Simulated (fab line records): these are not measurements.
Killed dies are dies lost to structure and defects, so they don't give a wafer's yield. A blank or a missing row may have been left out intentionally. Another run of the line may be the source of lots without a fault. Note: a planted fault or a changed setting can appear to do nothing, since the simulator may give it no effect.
Chamber matching -- flow nand_harc -- NHARC_A_STAIRCASE_DEP_151 on pecvd-04 has 3 sister chambers
The step deposits SiO2, target thk 7200 nm. 3 wafers are shown with their chamber, then 8 later ones without.

EACH WAFER AND ITS CHAMBER
wafer,chamber,heater_power_w (W)
L084.1,1,729
L084.5,2,727
L086.3,0,863

WAFERS WITHOUT THEIR CHAMBER
wafer,heater_power_w (W)
L086.4,727
L086.5,656
L092.1,904
L092.3,716
L092.6,649
L093.3,795
L093.5,708
L093.6,646

CHAMBER TAKEN BY EACH
wafer,from the rows above,in truth
L086.4,can't be placed: 2 or 1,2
L086.5,can't be placed: 2 or 1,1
L092.1,0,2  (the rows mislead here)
L092.3,can't be placed: 2 or 1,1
L092.6,can't be placed: 2 or 1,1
L093.3,can't be placed: 1 or 0 or 2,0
L093.5,can't be placed: 2 or 1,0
L093.6,can't be placed: 2 or 1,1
0 of 8 placed correctly. Can't be placed from these rows: 7 (the true chamber is among the candidates in 6). 1 placed wrongly.
How it was worked out, from the rows above alone: a wafer's distance from a chamber is the root of the sum, over the readings, of the square of ((its reading less the chamber's mean) divided by the reading's scatter). If the next closest chamber is less than 2 further off than the closest, the wafer can't be placed; otherwise it belongs to the closest. Each chamber's mean is taken over the wafers shown for it. The scatter: with one shown wafer a chamber, the root of the mean of the squares of how far each hidden wafer lies from its nearest shown one.
